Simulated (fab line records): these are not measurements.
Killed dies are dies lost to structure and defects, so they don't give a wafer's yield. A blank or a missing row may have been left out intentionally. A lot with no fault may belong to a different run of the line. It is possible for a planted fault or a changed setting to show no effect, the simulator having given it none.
fab line records    flow nand_harc
[record] lots = 10  wafers = 30  last_day = 33
route steps=1302 shown A_SLIT@940 A_SIN_REMOVE@951 A_WL_FILL@952 END@1301
lots that met no fault: from a run of the same line without faults
start_h: hours from the record's opening day to when the first of the lot's shown wafers began    wait_h: time in hours since the lot's previous step    " identical to the entry in the row above    L1.1+2: one row covering several wafers at once    - either no value or no given start    * or withheld: withheld    < > ~ a bound
route shown NAME@n: names a module that has steps shown in the file, with the first one's number in the route    usual: average and standard deviation across the fault-free wafers    same: alike in all rows    chamber/n: place in a boat    sites: the reading at each site    _std_site: standard deviation across them    _edge_site: outer sites' mean less inner sites'    radius_mm: for every site, how far away it sits from the centre of the wafer    mask NAME#n: copy n    behind: the most recent tool/chamber to have shaped the wafer    hold: the reason the lot was held/the length of the hold in hours/how it ended    device: transistor that didn't switch, given as n, p or np    end of line: tests of these same wafers at the route's end    a step without rows: its recipe alone    killed: the dies lost at the first sort to structure and to defects; this is not the yield of the wafer    map: shows each die of a wafer: x if killed, . if not, _ if none is there
set.NAME: the setting that was run; set.NAME@STEP: the one run at that earlier step    model.NAME: the simulator's own value behind a step, which no gauge read
the route's steps for a sample of lots (tables are steps, rows are wafers)
services: the hour from which a tool's chamber was out of use, counted from the record's first day as start_h (under 0 if before that day), plus the number of hours and why
[[steps]]
[step NHARC_A_SLIT_ETCH_26]
[recipe] bias_v = 400  source_w = 2000  pressure_mtorr = 25  time_s = 90  ar_flow_sccm = 375  c4f8_flow_sccm = 41.7  o2_flow_sccm = 83.3  target_depth_a = 4000  chemistry = C4F8/O2/Ar
[usual] c4f8_flow_sccm = 41.69/0.12  drypump_motor_current_A = 5.68/0.14  showerhead_plenum_p_Torr = 3.67/0.031  throttle_valve_pct = 27.618/0.0089
[same] time_s = 90
lot.wafer  tool         chamber  start_h  wait_h  c4f8_flow_sccm  drypump_motor_current_A  rf_hours_counter_h  showerhead_plenum_p_Torr  throttle_valve_pct
L160.1     har_etch-02  1        453.47   3.0     41.71           5.51                     38                  3.73                      27.628
L160.2     "            0        "        "       41.62           5.62                     38                  3.72                      27.603
L160.5     "            1        "        "       41.66           5.53                     -                   3.73                      27.630
L161.2     har_etch-01  1        472.53   3.0     41.74           5.88                     260                 3.68                      27.607
L161.1     "            0        "        "       41.75           5.81                     260                 3.68                      27.612
L161.3     "            0        "        "       41.70           5.83                     -                   3.68                      27.631
L165.2     har_etch-02  0        504.32   3.0     41.83           5.62                     64                  3.71                      27.631
L165.4     "            0        "        "       41.95           5.63                     -                   3.71                      27.626
L165.5     "            0        "        "       41.85           5.63                     -                   3.71                      27.623
L171.1     har_etch-02  0        560.81   2.5     41.56           5.63                     99                  3.69                      27.609
L171.5     "            1        "        "       41.91           5.52                     -                   3.69                      27.621
L171.6     "            0        "        "       41.70           5.65                     -                   3.69                      27.616
L175.1     har_etch-01  0        590.72   3.0     41.73           5.83                     329                 3.64                      27.610
L175.4     "            0        "        "       41.75           5.79                     -                   3.64                      27.624
L175.6     "            1        "        "       41.77           5.85                     -                   3.64                      27.609
L177.1     har_etch-02  0        646.66   9.8     41.67           5.63                     144                 3.66                      27.622
L177.4     "            1        "        "       41.59           5.50                     -                   3.67                      27.629
L177.6     "            0        "        "       41.74           5.63                     -                   3.66                      27.613
L180.1     har_etch-02  0        654.73   2.5     41.93           5.64                     152                 3.66                      27.636
L180.4     "            1        "        "       41.55           5.53                     -                   3.66                      27.626
L180.5     "            1        "        "       41.80           5.53                     -                   3.66                      27.623
L183.2     har_etch-01  0        670.99   3.0     41.56           5.85                     375                 3.61                      27.625
L183.5     "            0        "        "       41.63           5.83                     -                   3.62                      27.608
L183.6     "            1        "        "       41.86           5.88                     -                   3.62                      27.618
L181.1     har_etch-02  1        671.11   3.0     41.86           5.50                     163                 3.66                      27.614
L181.2     "            0        "        "       41.53           5.61                     163                 3.65                      27.612
L181.4     "            1        "        "       41.70           5.48                     -                   3.66                      27.614
L182.2     har_etch-01  0        685.51   3.1     41.56           5.80                     387                 3.61                      27.636
L182.4     "            0        "        "       41.47           5.84                     -                   3.61                      27.621
L182.6     "            1        "        "       41.80           5.87                     -                   3.61                      27.606
[step NHARC_A_SIN_REMOVE_INSPECT_04]
[usual] raw_defect_count = 374/71
lot.wafer  tool               chamber  start_h  wait_h  raw_defect_count
L160.1     defect_inspect-01  -        461.19   0.0     336
L160.2     "                  -        "        "       315
L160.5     "                  -        "        "       331
L161.1     defect_inspect-01  -        480.56   0.0     358
L161.2     "                  -        "        "       386
L161.3     "                  -        "        "       338
L165.2     defect_inspect-02  -        512.35   0.0     300
L165.4     "                  -        "        "       283
L165.5     "                  -        "        "       338
L171.1     defect_inspect-01  -        568.84   0.0     407
L171.5     "                  -        "        "       286
L171.6     "                  -        "        "       392
L175.1     defect_inspect-02  -        598.53   0.0     240
L175.4     "                  -        "        "       336
L175.6     "                  -        "        "       338
L177.1     defect_inspect-01  -        654.72   0.0     470
L177.4     "                  -        "        "       396
L177.6     "                  -        "        "       375
L180.1     defect_inspect-02  -        662.76   0.0     370
L180.4     "                  -        "        "       383
L180.5     "                  -        "        "       433
L181.1     defect_inspect-01  -        679.11   0.0     256
L181.2     "                  -        "        "       258
L181.4     "                  -        "        "       244
L183.2     defect_inspect-02  -        679.11   0.0     580
L183.5     "                  -        "        "       443
L183.6     "                  -        "        "       405
L182.2     defect_inspect-01  -        693.59   0.0     462
L182.4     "                  -        "        "       488
L182.6     "                  -        "        "       461
[step NHARC_A_WL_FILL_ALD_00]
[recipe] target_thk_a = 30  pulse_time_s = 3  ald_cycles = 30  temp_c = 300  material = Al2O3
[usual] ald_cycles = 30/0  heater_power_outer_w = 260/24  heater_power_w = 476/41  precursor_pulse_height_rel = 0.997/0.02
lot.wafer  tool       chamber  start_h  wait_h  ald_cycles  heater_power_outer_w  heater_power_w  precursor_pulse_height_rel
L160.2     ald_hk-03  1        461.25   0.1     30          228                   417             1.016
L160.1     "          0        "        "       30          268                   492             1.007
L160.5     "          2        "        "       30          267                   486             0.995
L161.3     ald_hk-03  3        480.63   0.1     30          248                   489             0.958
L161.2     "          0        "        "       30          268                   486             0.954
L161.1     "          1        "        "       30          232                   419             0.995
L165.4     ald_hk-02  1        512.43   0.1     30          226                   428             1.006
L165.2     "          3        "        "       30          236                   454             1.029
L165.5     "          1        "        "       30          221                   425             1.010
L171.1     ald_hk-02  2        568.95   0.1     30          282                   490             1.004
L171.5     "          0        "        "       30          267                   550             0.983
L171.6     "          1        "        "       30          220                   426             0.991
L175.1     ald_hk-01  0        598.60   0.1     30          258                   477             0.992
L175.4     "          1        "        "       30          241                   430             1.011
L175.6     "          0        "        "       30          255                   460             0.991
L177.4     ald_hk-02  3        654.84   0.1     -           -                     -               -
L177.1     "          1        "        "       -           -                     -               -
L177.6     "          2        "        "       -           -                     -               -
L180.4     ald_hk-02  0        662.85   0.1     -           -                     -               -
L180.1     "          1        "        "       -           -                     -               -
L180.5     "          0        "        "       -           -                     -               -
L183.2     ald_hk-03  1        679.17   0.1     30          222                   412             1.010
L183.5     "          1        "        "       30          221                   411             1.022
L183.6     "          2        "        "       30          273                   466             0.988
L181.1     ald_hk-03  1        679.36   0.3     -           -                     -               -
L181.4     "          2        "        "       -           -                     -               -
L181.2     "          3        "        "       -           -                     -               -
L182.2     ald_hk-03  3        693.68   0.1     30          247                   473             1.009
L182.4     "          1        "        "       30          219                   420             1.015
L182.6     "          3        "        "       30          248                   464             0.989
[step NHARC_A_WL_FILL_ALD_02]
[recipe] target_thk_a = 20  pulse_time_s = 3  ald_cycles = 100  temp_c = 450  material = TiN
[usual] heater_power_outer_w = 705/66  heater_power_w = 1086/78  precursor_pulse_height_rel = 1.001/0.017
[same] ald_cycles = 100
lot.wafer  tool          chamber  start_h  wait_h  heater_power_outer_w  heater_power_w  precursor_pulse_height_rel
L160.1     ald_metal-02  0        461.76   0.2     713                   1143            0.985
L160.2     "             1        "        "       688                   955             1.004
L160.5     "             3        "        "       714                   1159            1.038
L161.3     ald_metal-02  2        481.10   0.1     705                   1127            0.967
L161.1     "             0        "        "       700                   1170            1.021
L161.2     "             1        "        "       682                   959             0.984
L165.4     ald_metal-03  2        512.88   0.1     834                   1263            0.976
L165.2     "             1        "        "       654                   1029            1.014
L165.5     "             3        "        "       651                   1080            0.975
L171.1     ald_metal-02  3        569.43   0.2     710                   1138            1.017
L171.6     "             3        "        "       719                   1156            0.969
L171.5     "             1        "        "       680                   964             0.982
L175.1     ald_metal-03  0        599.13   0.2     660                   1105            1.003
L175.4     "             2        "        "       770                   1180            0.987
L175.6     "             0        "        "       672                   1113            1.016
L177.4     ald_metal-03  1        655.50   0.2     668                   1059            0.999
L177.1     "             2        "        "       780                   1219            0.995
L177.6     "             0        "        "       650                   1095            0.990
L180.1     ald_metal-01  0        663.30   0.2     794                   1091            1.007
L180.4     "             2        "        "       686                   1078            0.992
L180.5     "             0        "        "       768                   1116            1.005
L183.2     ald_metal-02  0        679.68   0.2     739                   1147            1.010
L183.6     "             3        "        "       710                   1155            0.990
L183.5     "             0        "        "       736                   1151            1.027
L181.2     ald_metal-01  0        679.81   0.2     795                   1096            1.011
L181.1     "             1        "        "       614                   969             0.997
L181.4     "             2        "        "       680                   1055            1.029
L182.2     ald_metal-01  1        694.17   0.2     614                   1003            0.970
L182.6     "             1        "        "       608                   998             1.010
L182.4     "             2        "        "       678                   1060            0.966
[step NHARC_END_WLT_00]
[usual] VT_DECK1_BOTTOM = 0.870/0.0062  VT_DECK1_BOTTOM_INNER = 0.870/0.0064  VT_DECK1_MEDIAN_NEAR_BOTTOM = 0.871/0.0067  VT_DECK1_MEDIAN_NEAR_BOTTOM_INNER = 0.871/0.0067  VT_DECK1_MIDDLE = 0.883/0.0059  VT_DECK1_MIDDLE_INNER = 0.883/0.0069  VT_DECK1_TOP = 0.893/0.0067  VT_DECK1_TOP_INNER = 0.893/0.0064  VT_DECK2_BOTTOM = 0.870/0.0062  VT_DECK2_BOTTOM_INNER = 0.870/0.0066  VT_DECK2_MEDIAN_NEAR_BOTTOM = 0.871/0.0057  VT_DECK2_MEDIAN_NEAR_BOTTOM_INNER = 0.871/0.0067  VT_DECK2_MIDDLE = 0.884/0.0067  VT_DECK2_MIDDLE_INNER = 0.883/0.0063  VT_DECK2_TOP = 0.895/0.0069  VT_DECK2_TOP_INNER = 0.894/0.0063
lot.wafer  tool       chamber  start_h  wait_h  hold                      VT_DECK1_BOTTOM  VT_DECK1_BOTTOM_INNER  VT_DECK1_MEDIAN_NEAR_BOTTOM  VT_DECK1_MEDIAN_NEAR_BOTTOM_INNER  VT_DECK1_MIDDLE  VT_DECK1_MIDDLE_INNER  VT_DECK1_TOP  VT_DECK1_TOP_INNER  VT_DECK2_BOTTOM  VT_DECK2_BOTTOM_INNER  VT_DECK2_MEDIAN_NEAR_BOTTOM  VT_DECK2_MEDIAN_NEAR_BOTTOM_INNER  VT_DECK2_MIDDLE  VT_DECK2_MIDDLE_INNER  VT_DECK2_TOP  VT_DECK2_TOP_INNER
L160.1     prober-02  -        551.82   0.1     -                         0.878            0.868                  0.875                        0.875                              0.889            0.887                  0.896         0.902               0.869            0.868                  0.870                        0.870                              0.879            0.885                  0.899         0.893
L160.2     "          -        "        "       -                         0.867            0.875                  0.872                        0.861                              0.886            0.881                  0.891         0.898               0.876            0.871                  0.869                        0.866                              0.875            0.878                  0.890         0.901
L160.5     "          -        553.82   2.1     -                         0.875            0.881                  0.879                        0.881                              0.898            0.891                  0.901         0.892               0.869            0.874                  0.868                        0.875                              0.885            0.888                  0.893         0.895
L161.1     prober-02  -        572.41   0.1     -                         0.871            0.868                  0.872                        0.881                              0.887            0.885                  0.894         0.892               0.869            0.873                  0.865                        0.876                              0.885            0.888                  0.897         0.889
L161.2     "          -        "        "       -                         0.875            0.871                  0.868                        0.872                              0.884            0.884                  0.885         0.894               0.877            0.872                  0.877                        0.873                              0.883            0.879                  0.893         0.896
L161.3     "          -        "        "       -                         0.870            0.866                  0.868                        0.878                              0.883            0.886                  0.901         0.895               0.873            0.875                  0.884                        0.867                              0.889            0.888                  0.893         0.892
L165.2     prober-01  -        606.47   0.5     -                         0.886            0.891                  0.874                        0.883                              0.883            0.901                  0.894         0.897               0.865            0.864                  0.870                        0.859                              0.879            0.871                  0.895         0.894
L165.4     "          -        607.48   1.5     -                         0.886            0.877                  0.885                        0.886                              0.890            0.891                  0.895         0.899               0.866            0.867                  0.871                        0.871                              0.875            0.881                  0.889         0.881
L165.5     "          -        "        "       -                         0.873            0.875                  0.885                        0.881                              0.880            0.892                  0.897         0.901               0.874            0.867                  0.872                        0.869                              0.879            0.878                  0.891         0.882
L171.1     prober-02  -        660.70   0.1     -                         0.859            0.855                  0.864                        0.859                              0.875            0.883                  0.892         0.896               0.866            0.870                  0.866                        0.862                              0.869            0.876                  0.882         0.888
L171.5     "          -        662.68   2.0     -                         0.872            0.872                  0.860                        0.876                              0.878            0.875                  0.885         0.894               0.866            0.867                  0.866                        0.864                              0.878            0.874                  0.888         0.893
L171.6     "          -        "        "       -                         0.854            0.850                  0.862                        0.854                              0.881            0.871                  0.888         0.891               0.865            0.866                  0.870                        0.870                              0.885            0.882                  0.892         0.896
L175.1     prober-02  -        691.25   0.1     -                         0.860            0.871                  0.871                        0.867                              0.882            0.877                  0.881         0.890               0.861            0.861                  0.865                        0.865                              0.881            0.867                  0.884         0.892
L175.4     "          -        692.73   1.5     -                         0.865            0.865                  0.863                        0.868                              0.882            0.879                  0.891         0.892               0.863            0.865                  0.864                        0.864                              0.871            0.875                  0.887         0.887
L175.6     "          -        "        "       -                         0.872            0.863                  0.863                        0.872                              0.884            0.880                  0.884         0.885               0.864            0.862                  0.868                        0.863                              0.873            0.888                  0.881         0.884
L177.1     prober-02  -        750.97   0.1     await_dispo/0.2h/release  5.984            5.971                  6.012                        5.975                              6.046            5.944                  6.077         6.024               5.977            6.009                  5.998                        6.075                              5.979            6.049                  6.044         5.966
L177.4     "          -        752.51   1.6     await_dispo/0.2h/release  6.027            5.943                  5.994                        5.990                              5.993            6.007                  6.006         6.013               5.993            5.971                  6.000                        6.016                              5.997            6.002                  6.017         6.035
L177.6     "          -        753.54   2.6     await_dispo/0.2h/release  5.995            6.035                  5.958                        5.989                              5.956            5.975                  6.007         6.010               6.005            6.012                  6.007                        6.065                              5.926            6.003                  6.034         5.999
L177.1     prober-02  -        758.86   7.4     -                         5.995            6.041                  6.090                        6.015                              6.003            6.108                  5.989         5.959               5.951            5.984                  6.006                        6.011                              5.977            6.003                  6.005         5.976
L177.4     "          -        760.40   7.4     -                         5.986            6.011                  6.039                        5.968                              5.999            6.007                  5.987         5.982               6.005            6.025                  5.960                        5.992                              6.004            6.010                  5.998         6.008
L177.6     "          -        761.43   7.4     -                         5.991            5.994                  6.062                        6.005                              5.994            6.011                  5.984         6.001               6.000            6.012                  6.023                        5.915                              6.017            5.993                  6.025         5.995
L180.1     prober-01  -        767.69   0.0     await_dispo/0.2h/release  6.012            5.987                  5.964                        5.964                              6.025            5.997                  6.079         5.951               6.053            5.994                  6.016                        5.997                              5.995            5.952                  6.012         6.019
L180.4     "          -        769.20   1.5     await_dispo/0.2h/release  5.975            6.012                  5.978                        6.011                              5.995            5.982                  5.992         6.004               5.982            5.978                  5.970                        5.965                              6.063            5.942                  5.983         5.989
L180.5     "          -        "        "       await_dispo/0.2h/release  6.021            5.967                  5.976                        6.007                              5.978            5.969                  5.936         5.994               6.032            6.012                  5.999                        6.017                              5.985            5.985                  5.969         6.020
L180.1     prober-01  -        775.50   7.3     -                         6.011            6.004                  6.033                        5.975                              6.020            6.003                  6.004         6.046               6.056            5.945                  6.001                        5.999                              6.001            5.935                  6.008         5.991
L180.4     "          -        777.00   7.3     -                         6.060            6.035                  5.937                        6.001                              5.996            6.018                  6.022         6.021               5.974            6.012                  6.015                        6.018                              5.940            6.022                  6.008         5.985
L180.5     "          -        "        "       -                         6.049            5.992                  6.076                        6.045                              6.027            6.038                  5.970         6.009               6.003            6.027                  6.028                        6.013                              6.017            6.001                  6.032         6.001
L183.2     prober-02  -        773.37   5.7     -                         0.877            0.880                  0.876                        0.878                              0.883            0.888                  0.905         0.895               0.866            0.876                  0.871                        0.866                              0.883            0.883                  0.898         0.895
L183.5     "          -        774.88   7.2     -                         0.877            0.879                  0.875                        0.878                              0.890            0.888                  0.896         0.898               0.871            0.868                  0.869                        0.872                              0.889            0.884                  0.901         0.899
L183.6     "          -        "        "       -                         0.871            0.868                  0.879                        0.881                              0.891            0.879                  0.913         0.900               0.863            0.868                  0.869                        0.868                              0.880            0.878                  0.898         0.885
L181.1     prober-01  -        775.50   7.8     await_dispo/0.2h/release  5.953            6.022                  5.966                        6.003                              5.978            6.006                  5.944         6.038               5.992            5.987                  6.024                        6.001                              6.029            5.984                  5.993         6.013
L181.2     "          -        "        "       await_dispo/0.2h/release  6.032            6.003                  6.000                        6.067                              6.041            5.983                  6.040         5.987               6.021            6.010                  6.010                        6.075                              6.038            5.987                  5.990         5.993
L181.4     "          -        776.99   9.3     await_dispo/0.2h/release  6.020            5.982                  6.013                        5.973                              5.999            6.006                  5.986         6.002               5.976            6.003                  5.971                        5.965                              5.973            6.050                  6.002         5.999
L181.1     prober-01  -        783.23   7.2     -                         6.048            5.984                  5.985                        6.045                              5.973            5.953                  5.997         6.001               5.994            5.978                  6.017                        6.021                              6.011            5.986                  5.977         6.033
L181.2     "          -        "        "       -                         6.025            6.007                  5.996                        5.951                              6.042            6.006                  6.016         5.979               6.017            5.979                  6.023                        6.001                              6.029            5.959                  6.015         6.031
L181.4     "          -        "        "       -                         6.041            6.013                  5.991                        5.975                              6.002            5.974                  5.925         6.003               5.963            5.995                  6.030                        6.011                              5.969            5.963                  6.019         5.996
L182.2     prober-02  -        795.48   0.6     -                         0.872            0.871                  0.869                        0.862                              0.886            0.873                  0.892         0.894               0.871            0.867                  0.867                        0.871                              0.884            0.883                  0.891         0.896
L182.4     "          -        796.48   1.6     -                         0.875            0.864                  0.861                        0.871                              0.882            0.876                  0.891         0.890               0.872            0.864                  0.869                        0.859                              0.883            0.886                  0.887         0.894
L182.6     "          -        797.48   2.6     -                         0.873            0.867                  0.872                        0.876                              0.877            0.873                  0.888         0.884               0.872            0.860                  0.866                        0.872                              0.876            0.883                  0.896         0.897
[step NHARC_END_SORT_01]
[recipe] temp_c = 25
[usual] defect_limited_yield = 91.9/2.2  killed_at_array = 50/14  killed_at_other = 0.9/1  killed_at_periphery = 3.9/2.5  killed_dies = 55/15  killed_open = 3.5/1.9  killed_short = 2.5/1.7  sort_bin_2_pct = 3.0/1.1  sort_bin_3_pct = 0.6/0.33  sort_bin_4_pct = 4.6/1.1  sort_n_pass = 622/15  sort_rim_yield_pct = 90/3.8  sort_yield_pct = 91.9/2.2
[same] gross_dies = 677  sort_bin_5_pct[%] = 0  sort_bin_6_pct[%] = 0  sort_bin_7_pct[%] = 0  sort_bin_8_pct[%] = 0  sort_rim_n_gross = 106.00
lot.wafer  tool       chamber  start_h  wait_h  defect_limited_yield[%]  killed_at_array  killed_at_other  killed_at_periphery  killed_dies  killed_open  killed_short  sort_bin_2_pct[%]  sort_bin_3_pct[%]  sort_bin_4_pct[%]  sort_n_pass  sort_rim_yield_pct[%]  sort_yield_pct[%]
L183.2     prober-02  0        776.69   2.8     88.3                     70               0                9                    79           1            3             5.8                1.0                4.9                598          87                     88.3
L183.5     prober-02  0        779.11   3.7     89.7                     64               0                6                    70           6            0             4.0                1.2                5.2                607          90                     89.7
L183.6     prober-02  0        779.91   4.0     86.7                     84               1                5                    90           2            8             6.8                1.2                5.3                587          85                     86.7
// killed by level:class
L183.2 A_CHANNEL_HOLE_D2:chamber_film_flake=27 A_SLIT:chamber_film_flake=26 A_CHANNEL_HOLE_D1:chamber_film_flake=11 P_BONDPAD:chamber_film_flake=5 P_STI:chamber_film_flake=3 A_STAIRCASE:chamber_film_flake=2 P_CONTACT:geometric_particle:short=1 A_CHANNEL_FILL_D1:geometric_particle:open=1
L183.5 A_SLIT:chamber_film_flake=27 A_CHANNEL_HOLE_D2:chamber_film_flake=19 A_CHANNEL_HOLE_D1:chamber_film_flake=10 P_STI:chamber_film_flake=4 A_CHANNEL_FILL_D1:geometric_particle:open=2 A_CHANNEL_FILL_D2:geometric_particle:open=2 A_WL_FILL:geometric_particle:open=1 A_BLC:geometric_particle:open=1
L183.6 A_CHANNEL_HOLE_D2:chamber_film_flake=31 A_SLIT:chamber_film_flake=27 A_CHANNEL_HOLE_D1:chamber_film_flake=12 A_STAIRCASE:chamber_film_flake=4 A_M0:geometric_particle:short=3 P_BONDPAD:chamber_film_flake=2 A_CONTACT:chamber_film_flake=2 P_M0:geometric_particle:open=1
[[services]]
tool          chamber  start_h  hours  kind
ald_metal-02  -        432.00   10.0   pm
ald_metal-03  -        455.72   0.7    repair
ald_hk-01     -        478.40   10.0   pm
ald_metal-03  -        504.80   1.7    repair
ald_metal-01  -        526.00   10.0   pm
ald_hk-02     -        529.75   10.0   pm
ald_metal-03  -        548.15   1.0    repair
ald_metal-02  0        555.16   17.7   repair
ald_hk-03     -        568.00   10.0   pm
ald_hk-03     0        568.00   10.0   vent_cycle
ald_hk-03     1        568.00   10.0   vent_cycle
ald_hk-03     2        568.00   10.0   vent_cycle
ald_hk-03     3        568.00   10.0   vent_cycle
ald_metal-03  -        568.00   10.0   pm
ald_hk-03     0        578.00   -      clean
ald_hk-03     1        578.00   -      clean
ald_metal-01  1        581.79   15.0   repair
ald_metal-03  3        596.61   4.6    repair
ald_metal-01  -        597.11   0.3    repair
ald_metal-02  -        603.59   0.8    repair
ald_metal-02  -        610.00   10.0   pm
ald_hk-01     -        656.40   10.0   pm
ald_metal-03  2        661.79   5.4    repair
ald_metal-01  3        689.29   9.7    repair
[[key]]
[first_sign] step = NHARC_A_WL_FILL_ALD_00  reading = tool_record  direction = missing
[effect] step = NHARC_END_WLT_00  reading = VT_DECK2_MEDIAN_NEAR_BOTTOM  direction = up  sigmas = 99+  usual = 0.871  struck = 5.999
met_at NHARC_A_WL_FILL_ALD_00
struck_lots L177,L180,L181
tester_left_out L177,L180,L181
not_acting_at NHARC_A_SLIT_ETCH_26,NHARC_A_SIN_REMOVE_INSPECT_04,NHARC_A_WL_FILL_ALD_02
onset_between 568.95 654.84
[fault] kind = skipped_step_whole  tool = ald_hk-02,ald_hk-03  chamber = -  onset_h = 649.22  steps = NHARC_A_WL_FILL_ALD_00  scope = struck_lots_only
// tester_left_out: of these lots the tester's yield and bins aren't shown, on N5 and GAA mostly nor the transistor test; their killed dies are dies lost to structure and defects alone, not to doping, threshold or leakage, so they don't give the yield
